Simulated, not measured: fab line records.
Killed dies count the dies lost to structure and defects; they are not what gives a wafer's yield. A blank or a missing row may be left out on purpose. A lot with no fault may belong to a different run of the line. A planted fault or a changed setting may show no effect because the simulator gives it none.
A lot that was struck, set against a sound lot :: flow nandHarc :: 10 out of 1302 route steps
Sound: the wafers L835.1, L835.2, L835.5. Struck: wafers L836.3, L836.5 (left out: L836.1, a lot-mate that was not struck); the cause follows at the end.
For every step that has rows: the tool of each side, followed by ch and its chambers, followed by its first start. Under that, the readings that differ: sound wafers :: struck wafers :: difference of the means :: sigmas: that difference in standard deviations of wafers without a fault.
alike: same words and numbers on both sides, and readings whose means sit less than 2 such deviations apart. not compared: any withheld reading, any reading some wafer has no value for, any bound like >300 that may hide the same value, and any number with overlapping values for which the record gives no deviation.
The two part at a step that has a row with sigmas, a row that says differs or no value, or rows on one side only. Non-overlapping numbers with no deviation appear without sigmas and do not part them. Lack of a reading on every wafer of one side parts them only where that side has two or more wafers.

first, 1 step without rows for these wafers: NHARC_A_WL_FILL_CVD_23 (deposits poly-Si, target thk 40 nm, time 800 s).
NHARC_A_WL_FILL_ETCHBACK_26: etches the open film in HBr, target depth 52 nm, time 13.3 s.
  sound on rieSi-02 ch 0,1,2, day 25 04:32; struck on rieSi-04 ch 0,2, day 25 04:32
  alike: drypumpMotorCurrentA, oesProductAu, rfFwdPowerW, throttleValvePct
  not compared: rfHoursCounterH
then, 2 steps without rows for these wafers: NHARC_A_WL_FILL_PRECLEAN_30 (cleans in dHF, time 10 s); NHARC_A_WL_FILL_SRD_14.
NHARC_A_WL_FILL_ALD_19: deposits TiN, target thk 2 nm, pulse time 3 s, ald cycles 100.
  sound on aldMetal-01 ch 1,2, day 25 04:47; struck on aldMetal-02 ch 1,2, day 25 04:48
  alike: heaterPowerW, precursorPulseHeightRel
NHARC_A_WL_FILL_CVD_20: deposits W, target thk 100 nm, time 74 s.
  sound: cvdW-01 ch 0,1; struck: cvdW-02 ch 1
  alike: heaterPowerW, throttleValvePct
NHARC_A_WL_FILL_CMP_12: polishes, t overpolish 30 s, target thk 100 nm.
  sound on cmp-04 ch 0,2, day 25 05:13; struck on cmp-02 ch 0,3, day 25 05:11
reading: timeToEndpointS (s)
sound: 11.6 15.1 15.8
struck: 18.8 23.3
difference: +6.9
sigmas: +3
  alike: motorCurrentA, overpolishRunS, slurryFilterDpKPa
following that, these wafers have no rows for 1 step: NHARC_A_WL_FILL_SRD_31.
NHARC_A_WL_FILL_INSPECT_15:
  sound on defectInspect-02 at day 25 05:43; struck on defectInspect-02 at day 25 05:39
  alike: rawDefectCount
NHARC_A_CONTACT_DEP_24: deposits SiO2, target thk 500 nm.
  sound on pecvd-04 ch 1,2, day 25 05:46; struck on pecvd-03 ch 2, day 25 05:43
reading: rfFwdPowerW (W)
sound: 899.5 898.1 898.3
struck: 794.2 794.0
difference: -104.5
sigmas: -40
  alike: heaterPowerW, throttleValvePct

== WHERE THEY PART ==
At NHARC_A_WL_FILL_CMP_12 first; at NHARC_A_CONTACT_DEP_24 last (within this record only).

WHY: whatever the simulator had introduced
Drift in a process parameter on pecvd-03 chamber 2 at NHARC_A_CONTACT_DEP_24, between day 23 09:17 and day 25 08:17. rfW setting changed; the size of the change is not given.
